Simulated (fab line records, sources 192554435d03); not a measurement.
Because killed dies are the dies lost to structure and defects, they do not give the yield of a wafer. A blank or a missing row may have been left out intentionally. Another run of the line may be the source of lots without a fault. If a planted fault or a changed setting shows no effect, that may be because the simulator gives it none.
Matching of chambers    flow n5Finfet    N5_BEOL_M10_ETCH_62 on rieDiel-02 has 4 sister chambers
The step etches SOC in N2/H2, target depth 110 nm, overetch 22 nm, time 165 s. 22 wafers are shown with their chamber, then 11 later ones without.

WAFERS, EACH WITH ITS CHAMBER
wafer   chamber  showerheadPlenumPTorr (Torr)  throttleValvePct (%)  oesProductAu (a.u.)
L076.3  1        2.72                          17.87                 0.78
L076.5  0        2.42                          17.88                 0.60
L076.6  1        2.72                          17.89                 0.79
L075.2  0        2.42                          17.89                 0.60
L075.3  2        2.44                          17.70                 0.66
L075.5  3        2.52                          18.09                 0.62
L079.1  3        2.51                          18.08                 0.61
L079.2  1        2.72                          17.88                 0.76
L079.3  0        2.41                          17.91                 0.60
L083.1  3        2.51                          18.11                 0.61
L083.3  1        2.71                          17.90                 0.75
L083.4  2        2.44                          17.73                 0.65
L085.3  1        2.71                          17.91                 0.74
L085.5  3        2.51                          18.10                 0.61
L085.6  0        2.41                          17.91                 0.59
L087.2  0        2.40                          17.94                 0.58
L087.3  3        2.51                          18.12                 0.60
L087.5  2        2.43                          17.74                 0.64
L089.1  2        2.43                          17.75                 0.64
L089.2  1        2.71                          17.91                 0.73
L089.3  0        2.40                          17.93                 0.58
L090.1  0        2.40                          17.95                 0.58

SIGNATURES (means of the wafers above)
reading                chamber 0  chamber 1  chamber 2  chamber 3  scatter within a chamber
showerheadPlenumPTorr  2.4086     2.7150     2.4350     2.5120     0.00673
throttleValvePct       17.9157    17.8933    17.7300    18.1000    0.0207
oesProductAu           0.5900     0.7583     0.6475     0.6100     0.0144
Rule: distance of a wafer from a chamber = root of the sum over the readings of ((wafer's reading minus chamber's mean) / reading's scatter) squared. The wafer belongs to the nearest chamber; if the next one is less than 2 further off, it can't be placed. The scatter is the square root of a quotient: the sum, over the shown wafers, of each reading's squared deviation from its chamber's mean, divided by wafers minus chambers.

WAFERS WITHOUT THEIR CHAMBER
wafer   showerheadPlenumPTorr (Torr)  throttleValvePct (%)  oesProductAu (a.u.)
L090.2  2.43                          17.75                 0.64
L090.3  2.71                          17.94                 0.73
L094.1  2.43                          17.77                 0.63
L094.2  2.70                          17.95                 0.71
L094.4  2.43                          17.78                 0.63
L095.1  2.50                          18.15                 0.59
L095.3  2.43                          17.78                 0.63
L095.4  2.43                          17.77                 0.63
L096.2  2.50                          18.15                 0.60
L096.3  2.42                          17.79                 0.63
L096.6  2.70                          17.93                 0.71

WHICH CHAMBER EACH WENT THROUGH
wafer   from the rows above  in truth
L090.2  2                    2
L090.3  1                    1
L094.1  2                    2
L094.2  1                    1
L094.4  2                    2
L095.1  3                    3
L095.3  2                    2
L095.4  2                    2
L096.2  3                    3
L096.3  2                    2
L096.6  1                    1
Placed correctly: 11 of 11. Can't be placed from these rows: 0. Wrongly placed: 0.
